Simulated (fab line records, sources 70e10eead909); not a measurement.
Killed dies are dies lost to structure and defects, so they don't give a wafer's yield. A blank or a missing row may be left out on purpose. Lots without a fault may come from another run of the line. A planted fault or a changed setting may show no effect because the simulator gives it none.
One fault seen from 2 desks | flow nand_harc | each desk has only its own numbers; what lay behind them comes last

THE DEFECT DESK
What the inspections along the route counted, lot by lot: means of the sampled wafers that have a number. A lot is out of limits, marked OUT, if its mean lies more than 4 standard deviations from the usual mean; the brackets give that distance.
Columns: A = raw_defect_count at NHARC_A_BLC_INSPECT_12, usual 32
lot  | first seen here | A
L383 | day 17 06:57    | 37
L382 | day 17 08:34    | 19
L384 | day 17 09:19    | 39
L386 | day 18 06:53    | 51
L391 | day 19 08:54    | 15
L389 | day 19 11:05    | 45
L392 | day 19 16:16    | 13
L396 | day 21 18:51    | 32
L398 | day 21 21:28    | 32
L401 | day 21 23:52    | 16
L404 | day 22 08:59    | 37
L403 | day 22 15:54    | 60
This desk's finding: nothing out of limits on any of the 12 lots.

THE TOOL OWNER'S DESK: rie_diel-06
The tool's own readings at NHARC_A_BLC_ETCH_17 (etches the open film in N2/H2, target depth 390 nm, time 609.38 s): means of the sampled wafers that have a number, for each lot that ran on this tool. A lot is out of limits, marked OUT, if its mean lies more than 4 standard deviations from the usual mean; the brackets give that distance.
Columns: A = drypump_motor_current_A at NHARC_A_BLC_ETCH_17, usual 5.7 A; B = mfc_ar_sccm at NHARC_A_BLC_ETCH_17, usual 0.014 sccm; C = oes_product_au at NHARC_A_BLC_ETCH_17, usual 0.995 a.u.; D = rf_vpp_V at NHARC_A_BLC_ETCH_17, usual 431 V; E = run_length_s at NHARC_A_BLC_ETCH_17, usual 630.5 s; F = showerhead_plenum_p_Torr at NHARC_A_BLC_ETCH_17, usual 2.05 Torr; G = throttle_valve_pct at NHARC_A_BLC_ETCH_17, usual 14.170 %
lot  | first seen here | A   | B     | C     | D   | E               | F    | G
L382 | day 17 08:56    | 5.9 | 0.000 | 1.008 | 431 | 630.6           | 2.03 | 14.165
L384 | day 17 09:39    | 5.3 | 0.012 | 1.014 | 432 | 630.5           | 2.12 | 14.177
L391 | day 19 09:11    | 5.7 | 0.000 | 1.001 | 432 | 624.0 (-22) OUT | 2.12 | 14.169
L392 | day 19 16:36    | 5.0 | 0.018 | 0.986 | 432 | 619.9 (-35) OUT | 2.09 | 14.168
L396 | day 21 19:05    | 5.9 | 0.012 | 0.993 | 431 | 630.5           | 2.08 | 14.177
L398 | day 21 21:47    | 5.3 | 0.012 | 0.989 | 433 | 630.5           | 2.11 | 14.175
L401 | day 22 00:08    | 5.3 | 0.025 | 0.999 | 433 | 630.4           | 2.17 | 14.170
L404 | day 22 09:17    | 6.0 | 0.012 | 0.990 | 430 | 630.3           | 1.99 | 14.161
This desk's finding: out of limits on L391, L392; first on L391, day 19 09:11 (run_length_s at NHARC_A_BLC_ETCH_17). In limits: L382, L384, L396, L398, L401, L404.

PUT TOGETHER
The tool owner's desk could have raised an alarm at day 19 09:11, on L391, L392.
The defect desk saw nothing out of limits.
The defect desk has L391, L392 on record, within its limits.
Of the lots named, all ran NHARC_A_BLC_ETCH_17 on rie_diel-06.

WHAT THE SIMULATOR HAD PUT IN
Process parameter drift: rie_diel-06, from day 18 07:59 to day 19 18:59, at NHARC_A_BLC_ETCH_17. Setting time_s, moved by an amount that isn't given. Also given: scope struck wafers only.
Lots struck among those shown: L391, L392.
Hours from the fault's start to each desk's first reading out of limits: the tool owner's desk, 25.
